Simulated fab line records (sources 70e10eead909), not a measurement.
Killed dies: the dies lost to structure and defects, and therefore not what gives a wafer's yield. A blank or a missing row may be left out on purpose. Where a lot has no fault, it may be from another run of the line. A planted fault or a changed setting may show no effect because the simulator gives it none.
Matching of chambers / flow nand_harc / rie_diel-09 running NHARC_A_CHANNEL_HOLE_D1_ETCH_38: 4 sister chambers
The step etches the open film in CF4, target depth 39 nm, time 65 s. 4 wafers are shown with their chamber, then 9 later ones without.

== WAFERS, EACH WITH ITS CHAMBER ==
wafer=L081.6; chamber=0; drypump_motor_current_A (A)=6.1
wafer=L084.4; chamber=2; drypump_motor_current_A (A)=5.7
wafer=L092.1; chamber=1; drypump_motor_current_A (A)=6.4
wafer=L092.4; chamber=3; drypump_motor_current_A (A)=5.9

== WAFERS WITHOUT THEIR CHAMBER ==
wafer=L093.1; drypump_motor_current_A (A)=5.9
wafer=L093.2; drypump_motor_current_A (A)=6.2
wafer=L093.5; drypump_motor_current_A (A)=6.5
wafer=L095.2; drypump_motor_current_A (A)=6.4
wafer=L095.3; drypump_motor_current_A (A)=6.2
wafer=L095.6; drypump_motor_current_A (A)=5.9
wafer=L096.2; drypump_motor_current_A (A)=5.9
wafer=L096.3; drypump_motor_current_A (A)=6.4
wafer=L096.6; drypump_motor_current_A (A)=5.9

== EACH ONE'S CHAMBER ==
wafer=L093.1; from the rows above=3; in truth=3
wafer=L093.2; from the rows above=can't be placed: 0 or 1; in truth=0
wafer=L093.5; from the rows above=1; in truth=1
wafer=L095.2; from the rows above=1; in truth=1
wafer=L095.3; from the rows above=can't be placed: 0 or 1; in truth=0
wafer=L095.6; from the rows above=3; in truth=3
wafer=L096.2; from the rows above=3; in truth=3
wafer=L096.3; from the rows above=1; in truth=1
wafer=L096.6; from the rows above=3; in truth=3
Correctly placed: 7 of 9. Cannot be placed on the basis of these rows: 2; the candidates contain the true chamber in 2. 0 placed wrongly.
How it was worked out, from the rows above alone: a wafer's distance from a chamber is the root of the sum, over the readings, of the square of ((its reading less the chamber's mean) divided by the reading's scatter). The wafer belongs to the nearest chamber; if the next one is less than 2 further off, it can't be placed. For every chamber, the mean is computed from those of its wafers that are shown. The scatter: with one shown wafer a chamber, the root of the mean of the squares of how far each hidden wafer lies from its nearest shown one.
